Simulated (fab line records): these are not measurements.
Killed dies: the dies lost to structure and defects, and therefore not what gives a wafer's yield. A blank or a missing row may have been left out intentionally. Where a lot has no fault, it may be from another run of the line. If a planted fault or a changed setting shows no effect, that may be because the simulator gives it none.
Tool commonality check	flow nandHarc	Sample size 11 lots and 33 wafers

WHAT PROMPTED THE OPENING
Flagged at NHARC_A_SLIT_INSPECT_11: reading rawDefectCount, on 2 of 11 lots. No-fault wafers: 60, standard deviation 32.
Rule: a lot gets a flag if all its wafers with a number sit over 4 standard deviations from that mean, or if no wafer of it has a number. All remaining lots are regarded as sound.

lot	measured	on	rawDefectCount, wafer by wafer	flag
L939	day 20 15:39	defectInspect-01	73 60 60	
L936	day 20 16:15	defectInspect-01	63 89 69	
L941	day 21 06:07	defectInspect-02	64 62 56	
L942	day 22 03:25	defectInspect-01	60 74 57	
L949	day 25 15:17	defectInspect-01	446 485 449	FLAGGED
L951	day 26 11:34	defectInspect-01	450 474 446	FLAGGED
L954	day 27 11:29	defectInspect-02	50 77 60	
L956	day 27 11:49	defectInspect-02	29 23 29	
L953	day 27 15:12	defectInspect-01	18 24 25	
L957	day 28 15:19	defectInspect-01	55 46 62	
L959	day 29 15:13	defectInspect-01	78 85 88	
The mean of the flagged lots' numbers is 458, +398 from the usual (+12 standard deviations).

WHICH TOOL EACH LOT WENT THROUGH
Before the reading, the record contains 3 process steps out of a 1302-step route. Every cell lists first the tool, next ch and the chambers used by the sampled wafers, and last the start.
lot	flag	NHARC_A_SGD_CUT_ETCHBACK_24	NHARC_A_SLIT_DEP_00	NHARC_A_SLIT_DEP_23
L939		rieDiel-09 ch 1,2,3, day 20 10:29	aclDep-03 ch 0, day 20 11:07	pecvd-04 ch 0,1, day 20 14:54
L936		rieDiel-05 ch 0,1,2, day 20 10:32	aclDep-02 ch 0, day 20 13:32	pecvd-01 ch 0,1,2, day 20 15:31
L941		rieDiel-09 ch 0,2,3, day 21 00:58	aclDep-01 ch 0, day 21 01:35	pecvd-01 ch 0,1,2, day 21 05:22
L942		rieDiel-05 ch 0,1,2, day 21 22:19	aclDep-01 ch 0, day 22 00:49	pecvd-04 ch 0,1,2, day 22 02:49
L949	FLAGGED	rieDiel-09 ch 2,3, day 25 09:59	aclDep-03 ch 0, day 25 11:16	pecvd-04 ch 0,1,2, day 25 14:30
L951	FLAGGED	rieDiel-09 ch 1,2,3, day 26 02:55	aclDep-03 ch 0, day 26 07:36	pecvd-04 ch 0,1,2, day 26 10:45
L954		rieDiel-09 ch 0,1,3, day 27 06:13	aclDep-03 ch 0, day 27 07:32	pecvd-03 ch 0,2, day 27 10:43
L956		rieDiel-09 ch 0,1, day 27 06:20	aclDep-01 ch 0, day 27 08:24	pecvd-01 ch 1,2, day 27 10:56
L953		rieDiel-05 ch 1,3, day 27 06:22	aclDep-03 ch 0, day 27 11:55	pecvd-03 ch 0,1,2, day 27 14:24
L957		rieDiel-09 ch 1,2,3, day 28 09:50	aclDep-03 ch 0, day 28 12:32	pecvd-04 ch 0,1,2, day 28 14:34
L959		rieDiel-12 ch 0,3, day 29 09:16	aclDep-02 ch 0, day 29 10:45	pecvd-03 ch 1,2, day 29 14:34
What these steps do:
- NHARC_A_SGD_CUT_ETCHBACK_24: etches the open film in CH3F/O2, target depth 50 nm, time 92.857 s.
- NHARC_A_SLIT_DEP_00: deposits aC, target thk 6200 nm.
- NHARC_A_SLIT_DEP_23: deposits SiON, target thk 100 nm.
- NHARC_A_SLIT_INSPECT_11

FLAGGED AGAINST TOTAL, ONE TOOL AT A TIME (gauges that did the reading follow at the end)
step	tool	lots run	flagged	share of the flagged lots	sound lots run after its first flagged lot
NHARC_A_SGD_CUT_ETCHBACK_24	rieDiel-05	3	0	none	-
NHARC_A_SGD_CUT_ETCHBACK_24	rieDiel-09	7	2	all	3 (L954,L956,L957)
NHARC_A_SGD_CUT_ETCHBACK_24	rieDiel-12	1	0	none	-
NHARC_A_SLIT_DEP_00	aclDep-01	3	0	none	-
NHARC_A_SLIT_DEP_00	aclDep-02	2	0	none	-
NHARC_A_SLIT_DEP_00	aclDep-03	6	2	all	3 (L954,L953,L957)
NHARC_A_SLIT_DEP_23	pecvd-01	3	0	none	-
NHARC_A_SLIT_DEP_23	pecvd-03	3	0	none	-
NHARC_A_SLIT_DEP_23	pecvd-04	5	2	all	1 (L957)
NHARC_A_SLIT_INSPECT_11	defectInspect-01	8	2	all	3 (L953,L957,L959)
NHARC_A_SLIT_INSPECT_11	defectInspect-02	3	0	none	-

WHAT THE TABLE ALLOWS
4 rows of the table ran every flagged lot: rieDiel-09 at NHARC_A_SGD_CUT_ETCHBACK_24, aclDep-03 at NHARC_A_SLIT_DEP_00, pecvd-04 at NHARC_A_SLIT_DEP_23, defectInspect-01 at NHARC_A_SLIT_INSPECT_11.
- rieDiel-09 at NHARC_A_SGD_CUT_ETCHBACK_24: 2 of its 7 lots flagged. After the first flagged lot (L954, L956, L957), sound lots still ran on it; a lasting fault on the whole tool would not permit that.
- aclDep-03 at NHARC_A_SLIT_DEP_00: 2 of its 6 lots flagged. After the first flagged lot (L954, L953, L957), sound lots still ran on it; a lasting fault on the whole tool would not permit that.
- pecvd-04 at NHARC_A_SLIT_DEP_23: 2 of its 5 lots flagged. After the first flagged lot (L957), sound lots still ran on it; a lasting fault on the whole tool would not permit that.
- defectInspect-01 at NHARC_A_SLIT_INSPECT_11: 2 of its 8 lots flagged. After the first flagged lot (L953, L957, L959), sound lots still ran on it; a lasting fault on the whole tool would not permit that.
There is no row in the table that ran each flagged lot and no sound lot after the first.

WHAT THE SIMULATOR HAD INSERTED
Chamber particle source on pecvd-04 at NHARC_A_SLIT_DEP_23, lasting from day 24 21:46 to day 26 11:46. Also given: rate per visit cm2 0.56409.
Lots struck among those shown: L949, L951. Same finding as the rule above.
